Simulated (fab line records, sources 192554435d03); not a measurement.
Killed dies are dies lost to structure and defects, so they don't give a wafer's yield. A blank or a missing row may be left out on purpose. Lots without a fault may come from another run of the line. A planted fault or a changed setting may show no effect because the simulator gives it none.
Which tool did it? | flow n5_finfet | 6 lots, 18 wafers sampled, at 4 steps of a route of 1938

WHAT THE GAUGES READ, wafer by wafer
N5_BEOL_M3_OCD_MEAS_38.
lot  | measured     | on     | trench_depth_nm (nm)
L808 | day 7 17:26  | ocd-01 | 55.7 54.4 55.6
L811 | day 8 14:16  | ocd-02 | 55.8 56.3 56.7
L813 | day 9 09:05  | ocd-01 | 56.7 56.0 56.4
L815 | day 9 14:40  | ocd-02 | 55.7 56.4 56.4
L821 | day 11 05:50 | ocd-01 | 56.6 55.6 53.4
L823 | day 11 10:40 | ocd-02 | 56.4 55.1 43.3

WHICH TOOL RAN EACH LOT (tool, then ch and the chambers of the sampled wafers, then the start)
lot  | N5_BEOL_M3_ETCH_64                | N5_BEOL_M3_ETCH_70                 | N5_BEOL_M3_ETCH_41
L808 | rie_diel-05 ch 2,3, day 7 09:44   | rie_diel-06 ch 0,2,3, day 7 17:05  | rie_diel-06 ch 0,2,3, day 7 17:26 or earlier
L811 | rie_diel-05 ch 1,3, day 8 07:34   | rie_diel-06 ch 0,1,2, day 8 13:54  | rie_diel-06 ch 0,1,2, day 8 14:16 or earlier
L813 | rie_diel-05 ch 0,1,2, day 9 02:02 | rie_diel-03 ch 0,2,3, day 9 08:44  | rie_diel-03 ch 0,2,3, day 9 09:05 or earlier
L815 | rie_diel-06 ch 1,2, day 9 03:13   | rie_diel-03 ch 0,3, day 9 14:18    | rie_diel-03 ch 0,3, day 9 14:40 or earlier
L821 | rie_diel-06 ch 1,3, day 11 01:31  | rie_diel-03 ch 0,1,3, day 11 05:29 | rie_diel-03 ch 0,1,3, day 11 05:50 or earlier
L823 | rie_diel-05 ch 1,2, day 11 06:12  | rie_diel-05 ch 0,2,3, day 11 10:18 | rie_diel-05 ch 0,2,3, day 11 10:40 or earlier
- N5_BEOL_M3_ETCH_64: etches SOC in N2/H2, target depth 75 nm, overetch 15 nm, time 112.5 s.
- N5_BEOL_M3_ETCH_70: etches SOC in N2/H2, target depth 80 nm, overetch 16 nm, time 120 s.
- N5_BEOL_M3_ETCH_41: etches SiCN in CH3F/O2, target depth 29.9 nm, time 52.5 s.

THE ANSWER, worked out from the rows above alone
Rule: what is usual is taken from the lots themselves. Put in order of their means at a reading, lots are off if they are a third of the lots or fewer, leave a main group of 4 or more, and stand apart from it by a gap of 3 or more times the standard deviation of the main group's means; of several such gaps the widest counts. A main group whose means are all the same, to the digits that the tables above print for the reading, isn't used. A lot without any number at a reading at which 4 lots or more have one is off too. The other lots that the step has rows for count as sound.
Off: L823, at N5_BEOL_M3_OCD_MEAS_38 (trench_depth_nm). The main group: mean 55.8 nm, standard deviation 0.52.
A tool fits if, at a process step before that reading, it ran every lot that is off, and no sound lot after the first of them. The gauges at N5_BEOL_M3_OCD_MEAS_38 are tried like those tools. N5_BEOL_M3_ETCH_41 gives no start for some lots, so the hours and the order of its lots are those of N5_BEOL_M3_OCD_MEAS_38. Can't be told from this: 2 tools fit, rie_diel-05 at N5_BEOL_M3_ETCH_64 and N5_BEOL_M3_ETCH_70 and N5_BEOL_M3_ETCH_41, ocd-02 at N5_BEOL_M3_OCD_MEAS_38.

WHAT THE SIMULATOR HAD PUT IN
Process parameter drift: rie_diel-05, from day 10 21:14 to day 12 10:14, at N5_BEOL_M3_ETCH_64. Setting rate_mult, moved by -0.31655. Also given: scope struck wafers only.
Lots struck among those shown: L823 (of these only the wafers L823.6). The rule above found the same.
